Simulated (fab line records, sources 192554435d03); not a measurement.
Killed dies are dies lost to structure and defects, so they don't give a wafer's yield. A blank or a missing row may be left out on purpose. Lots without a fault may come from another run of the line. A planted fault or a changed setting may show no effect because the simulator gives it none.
Chamber matching | flow n5_finfet | N5_BEOL_M0_SAQP_PECVD_03 on pecvd-03: 3 sister chambers
The step deposits SiCN from 3MS/NH3, target thk 12 nm, time 21.1 s. 6 wafers are shown with their chamber, then 10 later ones without.

WAFERS WITH THEIR CHAMBER
wafer  | chamber | throttle_valve_pct (%) | showerhead_plenum_p_Torr (Torr)
L084.3 | 2       | 9.8                    | 3.662
L084.6 | 2       | 9.8                    | 3.660
L093.5 | 0       | 8.9                    | 3.680
L093.6 | 1       | 9.4                    | 3.657
L094.1 | 1       | 9.3                    | 3.684
L094.2 | 0       | 8.9                    | 3.668

WAFERS WITHOUT THEIR CHAMBER
wafer  | throttle_valve_pct (%) | showerhead_plenum_p_Torr (Torr)
L094.3 | 9.3                    | 3.669
L094.4 | 8.7                    | 3.673
L094.5 | 9.1                    | 3.675
L094.6 | 9.1                    | 3.672
L095.1 | 9.3                    | 3.680
L095.2 | 9.1                    | 3.672
L095.3 | 9.2                    | 3.669
L095.4 | 8.9                    | 3.668
L095.5 | 9.3                    | 3.674
L095.6 | 9.1                    | 3.667

WHICH CHAMBER EACH WENT THROUGH
wafer  | from the rows above     | in truth
L094.3 | 1                       | 1
L094.4 | 0                       | 0
L094.5 | can't be placed: 0 or 1 | 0
L094.6 | can't be placed: 0 or 1 | 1
L095.1 | 1                       | 1
L095.2 | can't be placed: 0 or 1 | 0
L095.3 | 1                       | 1
L095.4 | 0                       | 0
L095.5 | 1                       | 1
L095.6 | can't be placed: 0 or 1 | 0
Placed correctly: 6 of 10. Can't be placed from these rows: 4 (the true chamber is among the candidates in 4). Placed wrongly: 0.
How it was worked out, from the rows above alone: a wafer's distance from a chamber is the root of the sum, over the readings, of the square of ((its reading less the chamber's mean) divided by the reading's scatter). The wafer belongs to the nearest chamber; if the next one is less than 2 further off, it can't be placed. A chamber's mean is the mean of its shown wafers. The scatter: the root of (the sum of the squares of (reading less its chamber's mean) over the shown wafers, divided by (wafers less chambers)).
